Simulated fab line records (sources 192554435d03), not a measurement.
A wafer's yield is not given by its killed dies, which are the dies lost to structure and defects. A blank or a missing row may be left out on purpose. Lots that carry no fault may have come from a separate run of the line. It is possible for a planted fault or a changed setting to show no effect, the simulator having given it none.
fab line records || flow n5Finfet || part 2 of 2: steps 17 to 30 of 30
record: {"lots": 5, "wafers": 15, "lastDay": 17}
route steps=1938 shown DUMMY_GATE@237 SPACER0@258 SD_EPI_N@262
lots with no fault: from the same line, run without faults
startH: the number of hours between the record's first day and the start of the first shown wafer of the lot || waitH: hours from the lot's prior step to this one || " as in the row above || L1.1+2: several wafers, shown together as one row || - value missing, or start not given || * or withheld: withheld || < > ~ a bound
route shown NAME@n: a module of which the file shows steps, and the number in the route of the first || usual: mean and standard deviation over wafers with no fault || same: alike in all rows || chamber/n: place in a boat || sites: the reading at each site || _std_site: standard deviation of those values || _edge_site: outer sites' mean less inner sites' || radiusMm: how far each site lies from the wafer's centre || mask NAME#n: copy n || behind: the tool/chamber that last shaped the wafer || hold: why the lot was held/for how many hours/how that ended || device: transistor that didn't switch, given as n, p or np || end of line: at the end of the route, the tests of the same wafers || where a step has no rows: the recipe by itself || killed: not the wafer's yield, but the dies lost to structure and defects at the first sort || map: the dies of a wafer, with x for killed, . for not killed, _ for no die there
set.NAME: the run value of the setting; set.NAME@STEP: its run value at that earlier step || model.NAME: the simulator's own value behind a step, which no gauge read
lots at selected steps of the route; one table per step, one row per wafer
services: from which hour (startH, from the record's first day; less than 0 if before it) a tool's chamber was out of use, for how many hours, and why
== steps ==
step: N5_DUMMY_GATE_PRECLEAN_25
recipe: {"chemistry": "O3/DIW", "timeS": 45, "tempC": 22, "o3Ppm": 10}
{"lot.wafer": "L079.4+5+6", "tool": "wetBench-05", "chamber": "5,1,6", "startH": 78.90, "waitH": 0.0}
{"lot.wafer": "L080.1+3+6", "tool": "wetBench-06", "chamber": "3,0,7", "startH": 85.36, "waitH": 0.0}
{"lot.wafer": "L082.2+3+5", "tool": "wetBench-03", "chamber": "4,7,2", "startH": 97.49, "waitH": 0.0}
{"lot.wafer": "L089.1+3+6", "tool": "wetBench-06", "chamber": "5,6,2", "startH": 138.57, "waitH": 0.0}
{"lot.wafer": "L092.2+5+6", "tool": "wetBench-06", "chamber": "5,2,0", "startH": 155.78, "waitH": 0.0}
step: N5_DUMMY_GATE_PRECLEAN_51
recipe: {"chemistry": "SC2", "timeS": 45, "tempC": 35, "mix": "1:1:50"}
{"lot.wafer": "L079.4+5+6", "tool": "wetBench-05", "chamber": "5,1,6", "startH": 78.91, "waitH": 0.0}
{"lot.wafer": "L080.1+3+6", "tool": "wetBench-06", "chamber": "3,0,7", "startH": 85.37, "waitH": 0.0}
{"lot.wafer": "L082.2+3+5", "tool": "wetBench-03", "chamber": "4,7,2", "startH": 97.50, "waitH": 0.0}
{"lot.wafer": "L089.1+3+6", "tool": "wetBench-06", "chamber": "5,6,2", "startH": 138.58, "waitH": 0.0}
{"lot.wafer": "L092.2+5+6", "tool": "wetBench-06", "chamber": "5,2,0", "startH": 155.79, "waitH": 0.0}
step: N5_DUMMY_GATE_SRD_26
recipe: {"dry": "ipaMarangoni", "timeS": 30, "tempC": 23, "rinseLiquid": "diw"}
{"lot.wafer": "L079.4+5+6", "tool": "wetBench-05", "chamber": "5,1,6", "startH": 78.93, "waitH": 0.0}
{"lot.wafer": "L080.1+3+6", "tool": "wetBench-06", "chamber": "3,0,7", "startH": 85.38, "waitH": 0.0}
{"lot.wafer": "L082.2+3+5", "tool": "wetBench-03", "chamber": "4,7,2", "startH": 97.51, "waitH": 0.0}
{"lot.wafer": "L089.1+3+6", "tool": "wetBench-06", "chamber": "5,6,2", "startH": 138.59, "waitH": 0.0}
{"lot.wafer": "L092.2+5+6", "tool": "wetBench-06", "chamber": "5,2,0", "startH": 155.80, "waitH": 0.0}
step: N5_DUMMY_GATE_UV_OZONE_45
recipe: {"timeS": 120, "pressureTorr": 760, "tempC": 25}
{"lot.wafer": "L079.4+5+6", "tool": "wetBench-05", "chamber": "5,1,6", "startH": 78.94, "waitH": 0.0}
{"lot.wafer": "L080.1+3+6", "tool": "wetBench-06", "chamber": "3,0,7", "startH": 85.40, "waitH": 0.0}
{"lot.wafer": "L082.2+3+5", "tool": "wetBench-03", "chamber": "4,7,2", "startH": 97.53, "waitH": 0.0}
{"lot.wafer": "L089.1+3+6", "tool": "wetBench-06", "chamber": "5,6,2", "startH": 138.61, "waitH": 0.0}
{"lot.wafer": "L092.2+5+6", "tool": "wetBench-06", "chamber": "5,2,0", "startH": 155.82, "waitH": 0.0}
step: N5_DUMMY_GATE_INSPECT_27
recipe: {"inspectInstrument": "brightfield", "mode": "aei"}
usual: {"rawDefectCount": "280/78"}
{"lot.wafer": "L079.4", "tool": "defectInspect-01", "chamber": "-", "startH": 79.00, "waitH": 0.0, "rawDefectCount": 307}
{"lot.wafer": "L079.5", "tool": "defectInspect-01", "chamber": "-", "startH": 79.00, "waitH": 0.0, "rawDefectCount": 274}
{"lot.wafer": "L079.6", "tool": "defectInspect-01", "chamber": "-", "startH": 79.00, "waitH": 0.0, "rawDefectCount": 278}
{"lot.wafer": "L080.1", "tool": "defectInspect-02", "chamber": "-", "startH": 85.46, "waitH": 0.0, "rawDefectCount": 305}
{"lot.wafer": "L080.3", "tool": "defectInspect-02", "chamber": "-", "startH": 85.46, "waitH": 0.0, "rawDefectCount": 197}
{"lot.wafer": "L080.6", "tool": "defectInspect-02", "chamber": "-", "startH": 85.46, "waitH": 0.0, "rawDefectCount": 250}
{"lot.wafer": "L082.2", "tool": "defectInspect-02", "chamber": "-", "startH": 97.59, "waitH": 0.0, "rawDefectCount": 275}
{"lot.wafer": "L082.3", "tool": "defectInspect-02", "chamber": "-", "startH": 97.59, "waitH": 0.0, "rawDefectCount": 321}
{"lot.wafer": "L082.5", "tool": "defectInspect-02", "chamber": "-", "startH": 97.59, "waitH": 0.0, "rawDefectCount": 205}
{"lot.wafer": "L089.1", "tool": "defectInspect-01", "chamber": "-", "startH": 138.67, "waitH": 0.0, "rawDefectCount": 255}
{"lot.wafer": "L089.3", "tool": "defectInspect-01", "chamber": "-", "startH": 138.67, "waitH": 0.0, "rawDefectCount": 356}
{"lot.wafer": "L089.6", "tool": "defectInspect-01", "chamber": "-", "startH": 138.67, "waitH": 0.0, "rawDefectCount": 331}
{"lot.wafer": "L092.2", "tool": "defectInspect-02", "chamber": "-", "startH": 155.87, "waitH": 0.0, "rawDefectCount": 363}
{"lot.wafer": "L092.5", "tool": "defectInspect-02", "chamber": "-", "startH": 155.87, "waitH": 0.0, "rawDefectCount": 301}
{"lot.wafer": "L092.6", "tool": "defectInspect-02", "chamber": "-", "startH": 155.87, "waitH": 0.0, "rawDefectCount": 324}
step: N5_SPACER0_ALD_07
recipe: {"material": "SiNx", "targetThkA": 20, "tempC": 400, "aldPrecursorFamily": "SiH2I2", "aldCoReactant": "N2/H2-plasma", "pressureTorr": 2}
usual: {"heaterPowerW": "805/54"}
{"lot.wafer": "L079.4", "tool": "aldSin-01", "chamber": 2, "startH": 80.12, "waitH": 1.1, "heaterPowerW": 834}
{"lot.wafer": "L079.5", "tool": "aldSin-01", "chamber": 3, "startH": 80.12, "waitH": 1.1, "heaterPowerW": 791}
{"lot.wafer": "L079.6", "tool": "aldSin-01", "chamber": 0, "startH": 80.12, "waitH": 1.1, "heaterPowerW": 750}
{"lot.wafer": "L080.1", "tool": "aldSin-03", "chamber": 0, "startH": 86.18, "waitH": 0.7, "heaterPowerW": 778}
{"lot.wafer": "L080.3", "tool": "aldSin-03", "chamber": 3, "startH": 86.18, "waitH": 0.7, "heaterPowerW": 737}
{"lot.wafer": "L080.6", "tool": "aldSin-03", "chamber": 0, "startH": 86.18, "waitH": 0.7, "heaterPowerW": 753}
{"lot.wafer": "L082.2", "tool": "aldSin-03", "chamber": 3, "startH": 98.41, "waitH": 0.8, "heaterPowerW": 731}
{"lot.wafer": "L082.3", "tool": "aldSin-03", "chamber": 1, "startH": 98.41, "waitH": 0.8, "heaterPowerW": 824}
{"lot.wafer": "L082.5", "tool": "aldSin-03", "chamber": 2, "startH": 98.41, "waitH": 0.8, "heaterPowerW": 874}
{"lot.wafer": "L089.1", "tool": "aldSin-03", "chamber": 0, "startH": 138.70, "waitH": 0.0, "heaterPowerW": 778}
{"lot.wafer": "L089.3", "tool": "aldSin-03", "chamber": 3, "startH": 138.70, "waitH": 0.0, "heaterPowerW": 735}
{"lot.wafer": "L089.6", "tool": "aldSin-03", "chamber": 0, "startH": 138.70, "waitH": 0.0, "heaterPowerW": 771}
{"lot.wafer": "L092.2", "tool": "aldSin-02", "chamber": 2, "startH": 156.88, "waitH": 1.0, "heaterPowerW": 923}
{"lot.wafer": "L092.5", "tool": "aldSin-02", "chamber": 0, "startH": 156.88, "waitH": 1.0, "heaterPowerW": 806}
{"lot.wafer": "L092.6", "tool": "aldSin-02", "chamber": 1, "startH": 156.88, "waitH": 1.0, "heaterPowerW": 777}
step: N5_SPACER0_ALD_00
recipe: {"material": "SiOCN", "targetThkA": 35, "tempC": 400, "aldPrecursorFamily": "alkyl-aminosilane", "aldCoReactant": "O2/N2-plasma", "pulseTimeS": 3, "purgeTimeS": 2, "coReactantPurgeTimeS": 2, "aldCycles": 58, "pressureTorr": 2}
usual: {"heaterPowerW": "806/55", "precursorPulseHeightRel": "1.000/0.019"}
same: {"coReactantPurgeTimeS": 2}
{"lot.wafer": "L079.4", "tool": "aldSin-01", "chamber": 2, "startH": 80.28, "waitH": 0.1, "heaterPowerW": 816, "precursorPulseHeightRel": 1.004}
{"lot.wafer": "L079.5", "tool": "aldSin-01", "chamber": 3, "startH": 80.28, "waitH": 0.1, "heaterPowerW": 793, "precursorPulseHeightRel": 0.977}
{"lot.wafer": "L079.6", "tool": "aldSin-01", "chamber": 0, "startH": 80.28, "waitH": 0.1, "heaterPowerW": 738, "precursorPulseHeightRel": 0.989}
{"lot.wafer": "L080.1", "tool": "aldSin-03", "chamber": 0, "startH": 86.33, "waitH": 0.1, "heaterPowerW": 745, "precursorPulseHeightRel": 1.006}
{"lot.wafer": "L080.3", "tool": "aldSin-03", "chamber": 3, "startH": 86.33, "waitH": 0.1, "heaterPowerW": 749, "precursorPulseHeightRel": 1.033}
{"lot.wafer": "L080.6", "tool": "aldSin-03", "chamber": 0, "startH": 86.33, "waitH": 0.1, "heaterPowerW": 772, "precursorPulseHeightRel": 1.025}
{"lot.wafer": "L082.2", "tool": "aldSin-03", "chamber": 3, "startH": 98.56, "waitH": 0.1, "heaterPowerW": 746, "precursorPulseHeightRel": 1.016}
{"lot.wafer": "L082.3", "tool": "aldSin-03", "chamber": 1, "startH": 98.56, "waitH": 0.1, "heaterPowerW": 834, "precursorPulseHeightRel": 1.003}
{"lot.wafer": "L082.5", "tool": "aldSin-03", "chamber": 2, "startH": 98.56, "waitH": 0.1, "heaterPowerW": 856, "precursorPulseHeightRel": 0.994}
{"lot.wafer": "L089.1", "tool": "aldSin-03", "chamber": 0, "startH": 138.85, "waitH": 0.1, "heaterPowerW": 776, "precursorPulseHeightRel": 0.962}
{"lot.wafer": "L089.3", "tool": "aldSin-03", "chamber": 3, "startH": 138.85, "waitH": 0.1, "heaterPowerW": 752, "precursorPulseHeightRel": 1.007}
{"lot.wafer": "L089.6", "tool": "aldSin-03", "chamber": 0, "startH": 138.85, "waitH": 0.1, "heaterPowerW": 767, "precursorPulseHeightRel": 1.021}
{"lot.wafer": "L092.2", "tool": "aldSin-02", "chamber": 2, "startH": 157.03, "waitH": 0.1, "heaterPowerW": 900, "precursorPulseHeightRel": 1.015}
{"lot.wafer": "L092.5", "tool": "aldSin-02", "chamber": 0, "startH": 157.03, "waitH": 0.1, "heaterPowerW": 801, "precursorPulseHeightRel": 0.987}
{"lot.wafer": "L092.6", "tool": "aldSin-02", "chamber": 1, "startH": 157.03, "waitH": 0.1, "heaterPowerW": 790, "precursorPulseHeightRel": 0.992}
step: N5_SPACER0_ALD_08
recipe: {"material": "SiNx", "targetThkA": 20, "tempC": 400, "aldPrecursorFamily": "SiH2I2", "aldCoReactant": "N2/H2-plasma", "pressureTorr": 2}
usual: {"heaterPowerW": "804/54"}
{"lot.wafer": "L079.4", "tool": "aldSin-01", "chamber": 2, "startH": 80.53, "waitH": 0.1, "heaterPowerW": 822}
{"lot.wafer": "L079.5", "tool": "aldSin-01", "chamber": 3, "startH": 80.53, "waitH": 0.1, "heaterPowerW": 780}
{"lot.wafer": "L079.6", "tool": "aldSin-01", "chamber": 0, "startH": 80.53, "waitH": 0.1, "heaterPowerW": 740}
{"lot.wafer": "L080.1", "tool": "aldSin-03", "chamber": 0, "startH": 86.59, "waitH": 0.1, "heaterPowerW": 742}
{"lot.wafer": "L080.3", "tool": "aldSin-03", "chamber": 3, "startH": 86.59, "waitH": 0.1, "heaterPowerW": 743}
{"lot.wafer": "L080.6", "tool": "aldSin-03", "chamber": 0, "startH": 86.59, "waitH": 0.1, "heaterPowerW": 769}
{"lot.wafer": "L082.2", "tool": "aldSin-03", "chamber": 3, "startH": 98.82, "waitH": 0.1, "heaterPowerW": 749}
{"lot.wafer": "L082.3", "tool": "aldSin-03", "chamber": 1, "startH": 98.82, "waitH": 0.1, "heaterPowerW": 784}
{"lot.wafer": "L082.5", "tool": "aldSin-03", "chamber": 2, "startH": 98.82, "waitH": 0.1, "heaterPowerW": 885}
{"lot.wafer": "L089.1", "tool": "aldSin-03", "chamber": 0, "startH": 139.11, "waitH": 0.1, "heaterPowerW": 780}
{"lot.wafer": "L089.3", "tool": "aldSin-03", "chamber": 3, "startH": 139.11, "waitH": 0.1, "heaterPowerW": 743}
{"lot.wafer": "L089.6", "tool": "aldSin-03", "chamber": 0, "startH": 139.11, "waitH": 0.1, "heaterPowerW": 784}
{"lot.wafer": "L092.2", "tool": "aldSin-02", "chamber": 2, "startH": 157.29, "waitH": 0.1, "heaterPowerW": 917}
{"lot.wafer": "L092.5", "tool": "aldSin-02", "chamber": 0, "startH": 157.29, "waitH": 0.1, "heaterPowerW": 792}
{"lot.wafer": "L092.6", "tool": "aldSin-02", "chamber": 1, "startH": 157.29, "waitH": 0.1, "heaterPowerW": 770}
step: N5_SPACER0_INSPECT_04
recipe: {"inspectInstrument": "darkfield", "mode": "postDep"}
usual: {"rawDefectCount": "135/35"}
{"lot.wafer": "L079.4", "tool": "defectInspect-01", "chamber": "-", "startH": 80.69, "waitH": 0.1, "rawDefectCount": 158}
{"lot.wafer": "L079.5", "tool": "defectInspect-01", "chamber": "-", "startH": 80.69, "waitH": 0.1, "rawDefectCount": 131}
{"lot.wafer": "L079.6", "tool": "defectInspect-01", "chamber": "-", "startH": 80.69, "waitH": 0.1, "rawDefectCount": 147}
{"lot.wafer": "L080.1", "tool": "defectInspect-02", "chamber": "-", "startH": 86.74, "waitH": 0.1, "rawDefectCount": 147}
{"lot.wafer": "L080.3", "tool": "defectInspect-02", "chamber": "-", "startH": 86.74, "waitH": 0.1, "rawDefectCount": 164}
{"lot.wafer": "L080.6", "tool": "defectInspect-02", "chamber": "-", "startH": 86.74, "waitH": 0.1, "rawDefectCount": 239}
{"lot.wafer": "L082.2", "tool": "defectInspect-01", "chamber": "-", "startH": 98.97, "waitH": 0.1, "rawDefectCount": 117}
{"lot.wafer": "L082.3", "tool": "defectInspect-01", "chamber": "-", "startH": 98.97, "waitH": 0.1, "rawDefectCount": 133}
{"lot.wafer": "L082.5", "tool": "defectInspect-01", "chamber": "-", "startH": 98.97, "waitH": 0.1, "rawDefectCount": 107}
{"lot.wafer": "L089.1", "tool": "defectInspect-01", "chamber": "-", "startH": 139.27, "waitH": 0.1, "rawDefectCount": 119}
{"lot.wafer": "L089.3", "tool": "defectInspect-01", "chamber": "-", "startH": 139.27, "waitH": 0.1, "rawDefectCount": 149}
{"lot.wafer": "L089.6", "tool": "defectInspect-01", "chamber": "-", "startH": 139.27, "waitH": 0.1, "rawDefectCount": 128}
{"lot.wafer": "L092.2", "tool": "defectInspect-01", "chamber": "-", "startH": 157.44, "waitH": 0.1, "rawDefectCount": 137}
{"lot.wafer": "L092.5", "tool": "defectInspect-01", "chamber": "-", "startH": 157.44, "waitH": 0.1, "rawDefectCount": 150}
{"lot.wafer": "L092.6", "tool": "defectInspect-01", "chamber": "-", "startH": 157.44, "waitH": 0.1, "rawDefectCount": 138}
step: N5_SD_EPI_N_COAT_32
recipe: {"resist": "SOC", "tempC": 250, "timeS": 60, "spinRpm": 1500, "resistThkNm": 350}
{"lot.wafer": "L079.4+5+6", "tool": "lithoTrack-04", "chamber": 0, "startH": 80.72, "waitH": 0.0}
{"lot.wafer": "L080.1+3+6", "tool": "lithoTrack-02", "chamber": 0, "startH": 86.77, "waitH": 0.0}
{"lot.wafer": "L082.2+3+5", "tool": "lithoTrack-04", "chamber": 0, "startH": 99.01, "waitH": 0.0}
{"lot.wafer": "L089.1+3+6", "tool": "lithoTrack-04", "chamber": 0, "startH": 139.31, "waitH": 0.0}
{"lot.wafer": "L092.2+5+6", "tool": "lithoTrack-02", "chamber": 0, "startH": 157.48, "waitH": 0.0}
step: N5_SD_EPI_N_COAT_33
recipe: {"resist": "SiARC", "tempC": 220, "timeS": 60, "spinRpm": 1500, "resistThkNm": 35}
{"lot.wafer": "L079.4+5+6", "tool": "lithoTrack-04", "chamber": 0, "startH": "-", "waitH": "-"}
{"lot.wafer": "L080.1+3+6", "tool": "lithoTrack-02", "chamber": 0, "startH": "-", "waitH": "-"}
{"lot.wafer": "L082.2+3+5", "tool": "lithoTrack-04", "chamber": 0, "startH": "-", "waitH": "-"}
{"lot.wafer": "L089.1+3+6", "tool": "lithoTrack-04", "chamber": 0, "startH": "-", "waitH": "-"}
{"lot.wafer": "L092.2+5+6", "tool": "lithoTrack-02", "chamber": 0, "startH": "-", "waitH": "-"}
step: N5_SD_EPI_N_COAT_03
recipe: {"resist": "CAR-ArF-block", "spinRpm": 1500, "resistThkNm": 150}
{"lot.wafer": "L079.4+5+6", "tool": "lithoTrack-04", "chamber": 0, "startH": "-", "waitH": "-"}
{"lot.wafer": "L080.1+3+6", "tool": "lithoTrack-02", "chamber": 0, "startH": "-", "waitH": "-"}
{"lot.wafer": "L082.2+3+5", "tool": "lithoTrack-04", "chamber": 0, "startH": "-", "waitH": "-"}
{"lot.wafer": "L089.1+3+6", "tool": "lithoTrack-04", "chamber": 0, "startH": "-", "waitH": "-"}
{"lot.wafer": "L092.2+5+6", "tool": "lithoTrack-02", "chamber": 0, "startH": "-", "waitH": "-"}
step: N5_SD_EPI_N_EBR_05
recipe: {"solvent": "PGMEA", "ebrWidthMm": 1.5}
{"lot.wafer": "L079.4+5+6", "tool": "lithoTrack-04", "chamber": 0, "startH": "-", "waitH": "-"}
{"lot.wafer": "L080.1+3+6", "tool": "lithoTrack-02", "chamber": 0, "startH": "-", "waitH": "-"}
{"lot.wafer": "L082.2+3+5", "tool": "lithoTrack-04", "chamber": 0, "startH": "-", "waitH": "-"}
{"lot.wafer": "L089.1+3+6", "tool": "lithoTrack-04", "chamber": 0, "startH": "-", "waitH": "-"}
{"lot.wafer": "L092.2+5+6", "tool": "lithoTrack-02", "chamber": 0, "startH": "-", "waitH": "-"}
step: N5_SD_EPI_N_SOFTBAKE_04
recipe: {"tempC": 110, "timeS": 60, "resist": "CAR-ArF-block"}
{"lot.wafer": "L079.4+5+6", "tool": "lithoTrack-04", "chamber": 0, "startH": "-", "waitH": "-"}
{"lot.wafer": "L080.1+3+6", "tool": "lithoTrack-02", "chamber": 0, "startH": "-", "waitH": "-"}
{"lot.wafer": "L082.2+3+5", "tool": "lithoTrack-04", "chamber": 0, "startH": "-", "waitH": "-"}
{"lot.wafer": "L089.1+3+6", "tool": "lithoTrack-04", "chamber": 0, "startH": "-", "waitH": "-"}
{"lot.wafer": "L092.2+5+6", "tool": "lithoTrack-02", "chamber": 0, "startH": "-", "waitH": "-"}
== services ==
{"tool": "rieSi-06", "chamber": 3, "startH": 58.54, "hours": 10.9, "kind": "repair"}
{"tool": "aldSin-01", "chamber": 0, "startH": 59.39, "hours": 2.6, "kind": "repair"}
{"tool": "rieDiel-04", "chamber": 0, "startH": 66.29, "hours": 10.2, "kind": "repair"}
{"tool": "aldSin-02", "chamber": "-", "startH": 68.53, "hours": 6.1, "kind": "pm"}
{"tool": "wetBench-06", "chamber": "-", "startH": 68.83, "hours": 1.9, "kind": "pm"}
{"tool": "rieDiel-06", "chamber": 1, "startH": 72.52, "hours": "-", "kind": "clean"}
{"tool": "rieDiel-06", "chamber": 1, "startH": 72.52, "hours": "-", "kind": "consumableReplace:focusRing"}
{"tool": "rieDiel-06", "chamber": 1, "startH": 72.52, "hours": 16.0, "kind": "scheduledDown"}
{"tool": "rieDiel-06", "chamber": 1, "startH": 72.52, "hours": 16.0, "kind": "ventCycle"}
{"tool": "aldSin-02", "chamber": 1, "startH": 84.49, "hours": 15.9, "kind": "repair"}
{"tool": "aldSin-01", "chamber": "-", "startH": 85.60, "hours": 14.0, "kind": "pm"}
{"tool": "rieDiel-04", "chamber": 2, "startH": 90.08, "hours": 1.8, "kind": "repair"}
{"tool": "rieDiel-03", "chamber": 3, "startH": 92.22, "hours": 7.2, "kind": "repair"}
{"tool": "aldSin-01", "chamber": "-", "startH": 99.60, "hours": 28.1, "kind": "pm"}
{"tool": "lithoTrack-02", "chamber": "-", "startH": 103.13, "hours": "-", "kind": "consumableReplace:filter"}
{"tool": "aldSin-02", "chamber": 3, "startH": 117.54, "hours": 10.8, "kind": "repair"}
{"tool": "rieSi-04", "chamber": "-", "startH": 117.87, "hours": 0.1, "kind": "repair"}
{"tool": "rieSi-06", "chamber": 0, "startH": 121.63, "hours": 1.3, "kind": "repair"}
{"tool": "aldSin-03", "chamber": "-", "startH": 122.29, "hours": 0.3, "kind": "repair"}
{"tool": "rieSi-01", "chamber": "-", "startH": 125.04, "hours": 0.4, "kind": "repair"}
{"tool": "rieDiel-04", "chamber": "-", "startH": 136.74, "hours": 2.8, "kind": "pm"}
{"tool": "aldSin-03", "chamber": 1, "startH": 139.92, "hours": 3.4, "kind": "repair"}
{"tool": "aldSin-02", "chamber": 1, "startH": 144.57, "hours": 6.7, "kind": "repair"}
{"tool": "rieDiel-04", "chamber": 2, "startH": 157.46, "hours": 2.1, "kind": "repair"}
